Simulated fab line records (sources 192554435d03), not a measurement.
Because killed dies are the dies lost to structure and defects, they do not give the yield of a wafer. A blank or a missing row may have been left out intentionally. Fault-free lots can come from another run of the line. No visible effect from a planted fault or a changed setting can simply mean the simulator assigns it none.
fab line records	flow n5_finfet
record lots=24	wafers=72	last_day=17
route steps=1938 shown BEOL_M12@1632 BEOL_M13@1689
lots that met no fault: taken from a fault-free run of the same line
start_h: hours from the record's first day to the start of the lot's first wafer shown	wait_h: how many hours have passed since the lot's step before this one	" unchanged from the row above	L1.1+2: a row that stands for several wafers	- no value present, or no start provided	* or withheld: withheld	< > ~ a bound
route shown NAME@n: a module of which the file shows steps, and the number in the route of the first	usual: the fault-free wafers' mean and standard deviation	same: alike in all rows	chamber/n: place in a boat	sites: each site's reading	_std_site: standard deviation of those values	_edge_site: the outer-site mean with the inner-site mean subtracted	radius_mm: for every site, how far away it sits from the centre of the wafer	mask NAME#n: copy n	behind: the last tool/chamber to shape the wafer	hold: reason for holding the lot/hours on hold/outcome of the hold	device: transistor that didn't switch, given as n, p or np	end of line: tests of these same wafers at the route's end	a step given without rows: its recipe and nothing more	killed: the dies lost at the first sort to structure and to defects; this is not the yield of the wafer	map: dies across one wafer; x = killed, . = not, _ = none there
set.NAME: the setting that was run; set.NAME@STEP: the one run at that earlier step	model.NAME: the simulator's own value behind a step, which no gauge read
one table for each step of the route and one row for each wafer, over a sample of lots
services: a tool's chamber out of use, with start hour (start_h, from the record's first day; less than 0 if before it), hours out, and reason
## steps
# step N5_BEOL_M12_CD_MEAS_28
# recipe target_cd_nm=160.2	landing_energy_ev=500	detector=se_inlens	polarity=opening
# usual cd_nm=160.6/1.2
# same landing_energy_ev=500
lot.wafer	tool	chamber	start_h	wait_h	cd_nm
L075.2	cd_sem-01	0	232.49	-	160.8
L075.3	"	0	"	"	161.1
L075.6	"	0	"	"	163.0
L074.1	cd_sem-01	0	243.94	-	159.5
L074.2	"	0	"	"	160.6
L074.6	"	0	"	"	160.6
L076.1	cd_sem-03	0	244.24	-	162.8
L076.3	"	0	"	"	162.2
L076.4	"	0	"	"	162.3
L078.1	cd_sem-02	0	262.97	-	161.1
L078.2	"	0	"	"	160.2
L078.5	"	0	"	"	160.7
L077.2	cd_sem-02	0	265.11	-	161.1
L077.3	"	0	"	"	161.1
L077.6	"	0	"	"	160.4
L080.1	cd_sem-03	0	265.43	-	159.2
L080.2	"	0	"	"	159.6
L080.6	"	0	"	"	159.2
L079.1	cd_sem-01	0	269.05	-	160.9
L079.5	"	0	"	"	160.0
L079.6	"	0	"	"	160.4
L081.3	cd_sem-02	0	272.10	-	160.9
L081.4	"	0	"	"	158.1
L081.5	"	0	"	"	158.7
L082.1	cd_sem-01	0	287.16	-	160.3
L082.3	"	0	"	"	162.0
L082.4	"	0	"	"	162.0
L084.2	cd_sem-03	0	299.46	-	160.5
L084.4	"	0	"	"	160.8
L084.5	"	0	"	"	162.2
L085.1	cd_sem-03	0	299.84	-	160.3
L085.3	"	0	"	"	160.3
L085.6	"	0	"	"	159.8
L083.4	cd_sem-03	0	300.17	-	160.5
L083.5	"	0	"	"	158.5
L083.6	"	0	"	"	160.9
L086.2	cd_sem-01	0	303.97	-	160.1
L086.4	"	0	"	"	160.1
L086.6	"	0	"	"	160.3
L087.1	cd_sem-02	0	306.48	-	159.8
L087.3	"	0	"	"	157.7
L087.6	"	0	"	"	159.5
L088.1	cd_sem-01	0	313.36	-	162.3
L088.5	"	0	"	"	161.5
L088.6	"	0	"	"	161.1
L091.1	cd_sem-03	0	336.76	-	160.8
L091.2	"	0	"	"	162.1
L091.4	"	0	"	"	162.8
L089.3	cd_sem-02	0	340.00	-	159.5
L089.4	"	0	"	"	158.6
L089.5	"	0	"	"	159.7
L090.2	cd_sem-02	0	343.12	-	160.8
L090.5	"	0	"	"	159.1
L090.6	"	0	"	"	159.1
L093.3	cd_sem-03	0	344.83	-	161.5
L093.4	"	0	"	"	160.3
L093.5	"	0	"	"	162.0
L092.2	cd_sem-03	0	351.49	-	160.5
L092.3	"	0	"	"	159.6
L092.4	"	0	"	"	159.9
L095.4	cd_sem-02	0	367.58	-	160.6
L095.5	"	0	"	"	162.0
L095.6	"	0	"	"	160.5
L094.2	cd_sem-01	0	367.96	-	158.5
L094.3	"	0	"	"	160.4
L094.5	"	0	"	"	160.6
L096.2	cd_sem-03	0	373.13	-	160.2
L096.3	"	0	"	"	161.7
L096.6	"	0	"	"	161.2
L097.1	cd_sem-02	0	374.52	-	161.8
L097.3	"	0	"	"	159.7
L097.4	"	0	"	"	161.3
# step N5_BEOL_M12_OCD_MEAS_35
# usual trench_depth_nm=322/4.9
lot.wafer	tool	chamber	start_h	wait_h	trench_depth_nm
L075.2	ocd-02	-	233.10	0.0	324
L075.3	"	-	"	"	324
L075.6	"	-	"	"	323
L074.1	ocd-02	-	244.54	0.0	323
L074.2	"	-	"	"	329
L074.6	"	-	"	"	315
L076.1	ocd-02	-	245.03	0.0	324
L076.3	"	-	"	"	322
L076.4	"	-	"	"	314
L078.1	ocd-02	-	263.58	0.0	319
L078.2	"	-	"	"	318
L078.5	"	-	"	"	319
L077.2	ocd-01	-	265.72	0.0	325
L077.3	"	-	"	"	321
L077.6	"	-	"	"	320
L080.1	ocd-02	-	266.20	0.0	318
L080.2	"	-	"	"	325
L080.6	"	-	"	"	320
L079.1	ocd-02	-	270.32	0.0	322
L079.5	"	-	"	"	321
L079.6	"	-	"	"	330
L081.3	ocd-02	-	272.87	0.0	322
L081.4	"	-	"	"	323
L081.5	"	-	"	"	325
L082.1	ocd-01	-	287.77	0.0	334
L082.3	"	-	"	"	322
L082.4	"	-	"	"	323
L084.2	ocd-02	-	300.80	0.0	323
L084.4	"	-	"	"	330
L084.5	"	-	"	"	324
L085.1	ocd-02	-	301.38	0.0	322
L085.3	"	-	"	"	329
L085.6	"	-	"	"	319
L083.4	ocd-02	-	301.63	0.0	322
L083.5	"	-	"	"	323
L083.6	"	-	"	"	325
L086.2	ocd-01	-	304.57	0.0	322
L086.4	"	-	"	"	327
L086.6	"	-	"	"	321
L087.1	ocd-01	-	307.09	0.0	314
L087.3	"	-	"	"	323
L087.6	"	-	"	"	315
L088.1	ocd-02	-	314.18	0.0	322
L088.5	"	-	"	"	324
L088.6	"	-	"	"	314
L091.1	ocd-01	-	338.57	0.0	323
L091.2	"	-	"	"	310
L091.4	"	-	"	"	327
L089.3	ocd-01	-	340.63	0.0	323
L089.4	"	-	"	"	330
L089.5	"	-	"	"	315
L090.2	ocd-01	-	344.32	0.0	309
L090.5	"	-	"	"	316
L090.6	"	-	"	"	322
L093.3	ocd-02	-	345.66	0.0	320
L093.4	"	-	"	"	322
L093.5	"	-	"	"	308
L092.2	ocd-01	-	353.69	0.0	328
L092.3	"	-	"	"	324
L092.4	"	-	"	"	321
L095.4	ocd-01	-	368.29	0.0	322
L095.5	"	-	"	"	318
L095.6	"	-	"	"	323
L094.2	ocd-01	-	368.59	0.0	322
L094.3	"	-	"	"	326
L094.5	"	-	"	"	320
L096.2	ocd-02	-	373.73	0.0	321
L096.3	"	-	"	"	328
L096.6	"	-	"	"	326
L097.1	ocd-02	-	375.13	0.0	312
L097.3	"	-	"	"	323
L097.4	"	-	"	"	326
# step N5_BEOL_M12_INSPECT_55
# recipe inspect_instrument=darkfield	mode=post_dep
# usual raw_defect_count=69/22
lot.wafer	tool	chamber	start_h	wait_h	raw_defect_count
L075.2	defect_inspect-01	-	237.04	0.0	76
L075.3	"	-	"	"	54
L075.6	"	-	"	"	57
L074.1	defect_inspect-01	-	248.44	0.0	47
L074.2	"	-	"	"	49
L074.6	"	-	"	"	51
L076.1	defect_inspect-01	-	252.80	0.0	51
L076.3	"	-	"	"	41
L076.4	"	-	"	"	66
L078.1	defect_inspect-01	-	268.07	0.0	71
L078.2	"	-	"	"	62
L078.5	"	-	"	"	87
L077.2	defect_inspect-02	-	268.41	0.0	70
L077.3	"	-	"	"	78
L077.6	"	-	"	"	48
L080.1	defect_inspect-02	-	268.67	0.0	62
L080.2	"	-	"	"	90
L080.6	"	-	"	"	69
L079.1	defect_inspect-02	-	273.99	0.0	91
L079.5	"	-	"	"	73
L079.6	"	-	"	"	61
L081.3	defect_inspect-02	-	274.79	0.0	70
L081.4	"	-	"	"	102
L081.5	"	-	"	"	93
L082.1	defect_inspect-01	-	291.15	0.0	49
L082.3	"	-	"	"	62
L082.4	"	-	"	"	41
L084.2	defect_inspect-01	-	303.11	0.0	104
L084.4	"	-	"	"	77
L084.5	"	-	"	"	104
L085.1	defect_inspect-01	-	304.55	0.0	53
L085.3	"	-	"	"	68
L085.6	"	-	"	"	82
L083.4	defect_inspect-02	-	305.43	0.0	54
L083.5	"	-	"	"	41
L083.6	"	-	"	"	61
L086.2	defect_inspect-02	-	311.48	0.0	78
L086.4	"	-	"	"	104
L086.6	"	-	"	"	96
L087.1	defect_inspect-02	-	313.79	0.0	105
L087.3	"	-	"	"	62
L087.6	"	-	"	"	89
L088.1	defect_inspect-01	-	320.03	0.0	55
L088.5	"	-	"	"	53
L088.6	"	-	"	"	46
L091.1	defect_inspect-01	-	342.88	0.0	55
L091.2	"	-	"	"	46
L091.4	"	-	"	"	49
L089.3	defect_inspect-01	-	342.97	0.0	71
L089.4	"	-	"	"	69
L089.5	"	-	"	"	63
L090.2	defect_inspect-02	-	346.41	0.0	60
L090.5	"	-	"	"	55
L090.6	"	-	"	"	89
L093.3	defect_inspect-02	-	350.08	0.0	64
L093.4	"	-	"	"	50
L093.5	"	-	"	"	109
L092.2	defect_inspect-01	-	355.82	0.0	51
L092.3	"	-	"	"	40
L092.4	"	-	"	"	45
L095.4	defect_inspect-01	-	371.43	0.0	53
L095.5	"	-	"	"	45
L095.6	"	-	"	"	57
L094.2	defect_inspect-01	-	371.71	0.0	98
L094.3	"	-	"	"	69
L094.5	"	-	"	"	85
L096.2	defect_inspect-02	-	379.54	0.0	51
L096.3	"	-	"	"	73
L096.6	"	-	"	"	49
L097.1	defect_inspect-02	-	380.56	0.0	71
L097.3	"	-	"	"	66
L097.4	"	-	"	"	50
# step N5_BEOL_M13_CD_MEAS_28
# recipe target_cd_nm=209.5	landing_energy_ev=500	detector=se_inlens
# usual cd_nm=209.9/1.4
# same landing_energy_ev=500
lot.wafer	tool	chamber	start_h	wait_h	cd_nm
L075.2	cd_sem-02	0	239.61	-	209.8
L075.3	"	0	"	"	212.1
L075.6	"	0	"	"	212.0
L074.1	cd_sem-02	0	250.12	-	211.3
L074.2	"	0	"	"	212.5
L074.6	"	0	"	"	209.1
L076.1	cd_sem-02	0	254.31	-	210.3
L076.3	"	0	"	"	212.9
L076.4	"	0	"	"	210.0
L078.1	cd_sem-01	0	269.50	-	210.9
L078.2	"	0	"	"	209.6
L078.5	"	0	"	"	213.2
L077.2	cd_sem-03	0	269.97	-	208.9
L077.3	"	0	"	"	209.0
L077.6	"	0	"	"	210.4
L080.1	cd_sem-02	0	270.25	-	210.6
L080.2	"	0	"	"	210.7
L080.6	"	0	"	"	208.0
L079.1	cd_sem-03	0	275.43	-	208.7
L079.5	"	0	"	"	209.3
L079.6	"	0	"	"	210.5
L081.3	cd_sem-03	0	276.23	-	208.5
L081.4	"	0	"	"	210.2
L081.5	"	0	"	"	211.6
L082.1	cd_sem-03	0	292.71	-	209.6
L082.3	"	0	"	"	209.8
L082.4	"	0	"	"	209.0
L084.2	cd_sem-01	0	304.89	-	209.8
L084.4	"	0	"	"	212.2
L084.5	"	0	"	"	211.0
L085.1	cd_sem-02	0	306.21	-	209.0
L085.3	"	0	"	"	210.2
L085.6	"	0	"	"	208.2
L083.4	cd_sem-03	0	307.27	-	210.1
L083.5	"	0	"	"	209.6
L083.6	"	0	"	"	212.1
L086.2	cd_sem-03	0	313.10	-	211.2
L086.4	"	0	"	"	209.0
L086.6	"	0	"	"	209.8
L087.1	cd_sem-03	0	315.35	-	212.3
L087.3	"	0	"	"	210.6
L087.6	"	0	"	"	210.5
L088.1	cd_sem-02	0	321.79	-	212.0
L088.5	"	0	"	"	210.6
L088.6	"	0	"	"	211.6
L091.1	cd_sem-02	0	344.44	-	209.1
L091.2	"	0	"	"	209.9
L091.4	"	0	"	"	211.3
L089.3	cd_sem-02	0	344.66	-	209.6
L089.4	"	0	"	"	209.4
L089.5	"	0	"	"	208.0
L090.2	cd_sem-01	0	347.98	-	208.7
L090.5	"	0	"	"	209.0
L090.6	"	0	"	"	208.1
L093.3	cd_sem-02	0	351.73	-	208.7
L093.4	"	0	"	"	209.9
L093.5	"	0	"	"	209.8
L092.2	cd_sem-01	0	357.40	-	207.4
L092.3	"	0	"	"	210.0
L092.4	"	0	"	"	209.4
L095.4	cd_sem-01	0	372.87	-	208.8
L095.5	"	0	"	"	211.5
L095.6	"	0	"	"	210.0
L094.2	cd_sem-03	0	373.39	-	209.6
L094.3	"	0	"	"	208.6
L094.5	"	0	"	"	207.6
L096.2	cd_sem-02	0	381.30	-	212.1
L096.3	"	0	"	"	209.9
L096.6	"	0	"	"	210.8
L097.1	cd_sem-02	0	382.14	-	207.1
L097.3	"	0	"	"	207.6
L097.4	"	0	"	"	208.7
# step N5_BEOL_M13_ETCH_38
# recipe chemistry=CF4/N2	target=SiCN	target_depth_a=675	taper_deg=2	time_s=71.9	ion_energy_ev=150	mask_material=SiO2	pressure_mtorr=40	source_w=430	bias_w=70	Ar_flow_sccm=100	cf4_flow_sccm=60	n2_flow_sccm=60
# usual drypump_motor_current_A=5.8/0.54	oes_product_au=0.79/0.072	rf_vpp_V=382.4/1.7	showerhead_plenum_p_Torr=2.21/0.062	throttle_valve_pct=15.46/0.28
lot.wafer	tool	chamber	start_h	wait_h	drypump_motor_current_A	oes_product_au	rf_hours_counter_h	rf_vpp_V	showerhead_plenum_p_Torr	throttle_valve_pct
L075.2	rie_diel-01	0	240.99	-	6.7	0.82	73	384.2	2.32	15.33
L075.3	"	1	"	"	5.5	0.86	88	382.4	2.23	15.00
L075.6	"	0	"	"	6.7	0.82	-	385.8	2.32	15.35
L074.1	rie_diel-04	1	253.19	-	5.6	0.75	138	382.2	2.22	15.45
L074.2	"	3	"	"	5.4	0.96	7	383.3	2.26	14.97
L074.6	"	1	"	"	5.6	0.75	-	382.6	2.22	15.45
L076.1	rie_diel-04	1	255.45	-	5.6	0.76	139	381.8	2.22	15.46
L076.3	"	3	"	"	5.3	0.96	8	382.1	2.26	14.95
L076.4	"	3	"	"	5.4	0.96	-	382.5	2.26	14.95
L077.2	rie_diel-01	1	271.59	-	5.5	0.85	96	383.8	2.22	15.03
L077.3	"	2	"	"	5.3	0.88	40	382.3	2.15	15.35
L077.6	"	2	"	"	5.4	0.87	-	379.7	2.15	15.34
L078.1	rie_diel-05	0	271.59	-	5.6	0.76	129	384.0	2.31	15.25
L078.2	"	1	"	"	5.8	0.71	179	380.9	2.11	15.68
L078.5	"	2	"	"	5.2	0.72	-	382.6	2.20	15.38
L080.1	rie_diel-04	0	271.81	-	6.5	0.97	3	383.8	2.26	15.22
L080.2	"	1	"	"	5.6	0.75	146	382.4	2.21	15.45
L080.6	"	0	"	"	6.5	0.98	-	384.9	2.26	15.23
L079.1	rie_diel-01	1	276.47	-	5.5	0.85	98	382.9	2.22	15.04
L079.5	"	1	"	"	5.5	0.84	-	383.6	2.22	15.03
L079.6	"	0	"	"	6.7	0.83	-	385.5	2.32	15.37
L081.3	rie_diel-01	0	279.82	-	6.7	0.82	84	385.0	2.32	15.36
L081.4	"	3	"	"	5.2	0.84	78	381.3	2.22	15.54
L081.5	"	2	"	"	5.3	0.86	-	382.2	2.15	15.34
L082.1	rie_diel-05	0	294.70	-	5.7	0.76	137	386.1	2.31	15.26
L082.3	"	1	"	"	5.7	0.71	186	379.8	2.10	15.72
L082.4	"	2	"	"	5.2	0.72	205	382.5	2.19	15.37
L085.1	rie_diel-01	0	309.54	-	6.7	0.80	93	385.3	2.31	15.39
L085.3	"	2	"	"	5.3	0.85	52	381.5	2.15	15.36
L085.6	"	3	"	"	5.2	0.82	-	382.9	2.22	15.56
L084.2	rie_diel-05	3	309.76	-	6.3	0.77	137	382.6	2.22	15.86
L084.4	"	3	"	"	6.3	0.78	-	384.3	2.22	15.89
L084.5	"	2	"	"	5.2	0.71	-	380.3	2.19	15.40
L083.4	rie_diel-05	3	309.95	-	6.3	0.78	-	381.0	2.22	15.87
L083.5	"	1	"	"	5.8	0.71	-	379.5	2.10	15.73
L083.6	"	2	"	"	5.2	0.71	-	380.7	2.19	15.38
L086.2	rie_diel-01	1	316.63	-	5.5	0.83	108	382.0	2.22	15.04
L086.4	"	0	"	"	6.7	0.81	95	385.3	2.31	15.38
L086.6	"	1	"	"	5.5	0.82	-	382.1	2.22	15.06
L087.1	rie_diel-04	1	318.12	-	5.6	0.73	160	382.0	2.21	15.48
L087.3	"	0	"	"	6.5	0.92	15	382.1	2.25	15.24
L087.6	"	3	"	"	5.4	0.90	-	382.4	2.25	15.00
L088.1	rie_diel-01	0	325.04	-	6.8	0.80	98	384.8	2.31	15.38
L088.5	"	3	"	"	5.2	0.82	-	383.1	2.22	15.58
L088.6	"	2	"	"	5.3	0.85	-	381.3	2.15	15.39
L091.1	rie_diel-04	3	345.29	-	5.4	0.90	36	383.6	2.25	15.01
L091.2	"	1	"	"	5.6	0.73	170	383.2	2.20	15.51
L091.4	"	2	"	"	6.4	0.70	192	380.1	2.12	15.91
L089.3	rie_diel-01	2	346.26	-	5.3	0.84	63	381.0	2.15	15.38
L089.4	"	3	"	"	5.2	0.81	98	382.6	2.22	15.59
L089.5	"	1	"	"	5.5	0.82	-	384.1	2.22	15.08
L090.2	rie_diel-05	1	350.65	-	5.8	0.69	206	380.0	2.10	15.74
L090.5	"	2	"	"	5.2	0.70	-	381.2	2.19	15.42
L090.6	"	3	"	"	6.3	0.76	-	382.7	2.21	15.89
L093.3	rie_diel-05	0	354.11	-	5.7	0.75	145	385.2	2.31	15.30
L093.4	"	3	"	"	6.3	0.76	152	383.5	2.21	15.90
L093.5	"	3	"	"	6.3	0.76	-	382.0	2.21	15.91
L092.2	rie_diel-04	3	361.83	-	5.4	0.88	42	383.8	2.25	15.02
L092.3	"	0	"	"	6.5	0.89	29	382.4	2.25	15.26
L092.4	"	2	"	"	6.5	0.70	198	379.9	2.12	15.94
L095.4	rie_diel-01	1	377.78	-	5.5	0.80	-	383.2	2.21	15.09
L095.5	"	0	"	"	6.8	0.79	-	385.3	2.31	15.42
L095.6	"	2	"	"	5.3	0.83	-	381.5	2.14	15.42
L094.2	rie_diel-05	1	377.80	-	5.8	0.67	214	382.0	2.09	15.76
L094.3	"	0	"	"	5.6	0.74	152	384.7	2.30	15.28
L094.5	"	3	"	"	6.3	0.75	-	383.0	2.21	15.90
L096.2	rie_diel-05	2	383.03	-	5.2	0.70	231	380.2	2.18	15.45
L096.3	"	3	"	"	6.3	0.75	162	383.1	2.21	15.91
L096.6	"	1	"	"	5.8	0.68	-	380.5	2.09	15.78
L097.1	rie_diel-01	0	386.16	-	6.7	0.78	115	384.9	2.30	15.42
L097.3	"	3	"	"	5.2	0.80	108	382.8	2.21	15.61
L097.4	"	1	"	"	5.5	0.81	128	381.9	2.21	15.09
# step N5_BEOL_M13_CMP_49
# recipe stop_on=SiOC	t_overpolish_s=17.1	down_force_psi=1	platen_rpm=50	clearing_platen_down_force_psi=1.5	clearing_platen_rpm=50	post_cmp_clean=cu_alkaline	target_thk_nm=420	clearing_platen_pad_velocity_m_s=0.99484	pad_velocity_m_s=0.99484
# usual barrier_field_endpoint_s=30.3/0.66	motor_current_A=6.6/0.75	overpolish_run_s=17.100/0.0095	platen_rpm=50.00/0.035
# same t_overpolish_s=17.1
lot.wafer	tool	chamber	start_h	wait_h	barrier_field_endpoint_s	motor_current_A	overpolish_run_s	platen_rpm
L075.2	cmp-02	1	242.06	0.2	29.9	6.7	17.112	50.02
L075.3	"	2	"	"	30.5	6.4	17.085	50.02
L075.6	"	1	"	"	29.0	6.9	17.104	50.00
L074.1	cmp-01	2	254.81	0.3	29.2	6.6	17.087	50.01
L074.2	"	0	"	"	30.0	6.9	17.106	49.97
L074.6	"	1	"	"	29.6	7.2	17.095	49.96
L076.1	cmp-01	3	256.96	0.3	29.3	6.7	17.102	50.01
L076.3	"	1	"	"	29.7	7.4	17.108	50.01
L076.4	"	2	"	"	29.6	6.6	17.077	50.03
L077.3	cmp-02	2	272.97	0.2	30.4	6.6	17.112	50.04
L077.2	"	3	"	"	30.8	5.6	17.100	50.09
L077.6	"	2	"	"	30.1	6.5	17.114	49.98
L078.1	cmp-01	2	273.01	0.3	31.0	6.6	17.100	50.01
L078.2	"	1	"	"	30.0	7.4	17.097	49.99
L078.5	"	2	"	"	29.8	6.6	17.084	50.05
L080.2	cmp-03	2	273.20	0.2	31.1	5.5	17.090	49.97
L080.1	"	1	"	"	29.7	7.9	17.101	49.98
L080.6	"	2	"	"	30.6	5.7	17.089	50.02
L079.1	cmp-01	2	277.57	0.3	29.7	6.4	17.080	49.99
L079.5	"	0	"	"	29.9	7.4	17.094	49.96
L079.6	"	1	"	"	29.9	7.4	17.114	49.98
L081.3	cmp-02	0	280.96	0.2	30.1	5.2	17.110	50.03
L081.4	"	1	"	"	29.8	7.2	17.102	50.01
L081.5	"	2	"	"	30.3	6.7	17.112	50.00
L082.4	cmp-01	0	296.20	0.2	31.2	7.2	17.098	50.05
L082.3	"	1	"	"	30.5	7.2	17.106	50.02
L082.1	"	2	"	"	30.0	6.4	17.094	50.00
L085.1	cmp-02	0	310.72	0.3	32.1	5.3	17.094	49.92
L085.3	"	1	"	"	29.9	6.9	17.109	50.01
L085.6	"	1	"	"	30.3	6.6	17.102	49.94
L084.4	cmp-01	2	310.89	0.1	30.7	6.9	17.093	50.04
L084.2	"	1	"	"	31.1	7.6	17.100	50.01
L084.5	"	3	"	"	30.1	6.8	17.104	49.94
L083.4	cmp-03	2	311.38	0.3	30.7	5.6	17.102	49.98
L083.6	"	3	"	"	30.3	5.7	17.100	49.96
L083.5	"	0	"	"	30.1	6.1	17.095	50.04
L086.2	cmp-03	1	318.17	0.2	29.4	7.6	17.113	50.03
L086.4	"	3	"	"	31.4	5.8	17.113	50.01
L086.6	"	0	"	"	30.8	6.2	17.092	50.00
L087.3	cmp-03	0	319.99	0.2	31.9	6.3	17.101	50.04
L087.1	"	3	"	"	31.4	6.0	17.105	50.01
L087.6	"	1	"	"	30.9	7.9	17.102	50.00
L088.1	cmp-01	2	326.39	0.4	28.6	6.4	17.105	50.00
L088.5	"	3	"	"	30.0	6.5	17.105	49.90
L088.6	"	0	"	"	30.0	7.2	17.093	50.04
L091.2	cmp-01	1	347.02	0.2	30.4	6.9	17.117	50.03
L091.1	"	2	"	"	30.0	6.8	17.128	50.05
L091.4	"	3	"	"	31.4	6.5	17.087	49.91
L089.3	cmp-01	2	347.98	0.2	30.3	6.5	17.094	50.01
L089.4	"	1	"	"	30.1	7.2	17.099	50.00
L089.5	"	2	"	"	30.1	6.5	17.091	49.98
L090.2	cmp-03	0	352.39	0.5	31.1	6.2	17.116	50.00
L090.6	"	1	"	"	30.1	7.7	17.111	50.01
L090.5	"	2	"	"	31.1	5.2	17.090	50.05
L093.4	cmp-01	0	355.41	0.1	30.7	7.4	17.100	50.00
L093.3	"	3	"	"	30.5	6.7	17.100	49.96
L093.5	"	1	"	"	30.9	7.1	17.101	50.01
L092.3	cmp-01	2	364.00	0.2	29.7	6.4	17.106	49.98
L092.2	"	3	"	"	30.3	6.8	17.093	50.03
L092.4	"	0	"	"	30.2	8.0	17.092	50.00
L095.4	cmp-01	3	378.87	0.2	29.7	6.7	17.093	50.01
L095.6	"	2	"	"	28.8	6.4	17.106	49.99
L095.5	"	3	"	"	29.1	6.6	17.092	50.04
L094.2	cmp-03	2	379.28	0.2	30.1	5.6	17.108	50.03
L094.3	"	3	"	"	30.6	5.8	17.083	49.99
L094.5	"	2	"	"	30.3	5.5	17.110	50.07
L096.3	cmp-02	3	384.68	0.2	30.6	5.7	17.104	49.99
L096.2	"	2	"	"	30.7	6.1	17.081	49.97
L096.6	"	0	"	"	31.0	5.6	17.095	49.99
L097.1	cmp-03	3	387.63	0.3	31.4	6.0	17.113	50.07
L097.3	"	0	"	"	30.6	6.1	17.104	50.01
L097.4	"	1	"	"	29.3	7.9	17.107	50.02
## services
tool	chamber	start_h	hours	kind
cmp-02	-	219.42	-	consumable_replace:conditioner
cmp-02	-	219.42	-	consumable_replace:pad
cmp-03	-	235.56	1.1	repair
rie_diel-04	0	239.05	-	clean
rie_diel-04	0	239.05	-	consumable_replace:focus_ring
rie_diel-04	0	239.05	24.7	scheduled_down
rie_diel-04	0	239.05	24.7	vent_cycle
cmp-03	-	243.89	5.3	pm
cmp-02	-	244.01	1.5	repair
cmp-01	-	257.60	4.0	pm
cmp-01	-	261.60	-	consumable_replace:conditioner
cmp-01	-	261.60	-	consumable_replace:pad
rie_diel-01	1	286.80	6.7	repair
cmp-02	-	287.69	1.8	repair
cmp-01	-	294.79	0.3	repair
rie_diel-05	0	300.39	21.1	repair
rie_diel-05	2	303.66	4.9	repair
cmp-02	-	305.39	3.3	repair
rie_diel-05	0	334.70	17.2	repair
cmp-02	-	340.86	5.7	pm
cmp-03	-	357.06	1.5	repair
cmp-01	-	370.50	3.1	repair
rie_diel-01	3	375.65	2.5	repair
## key
fault none
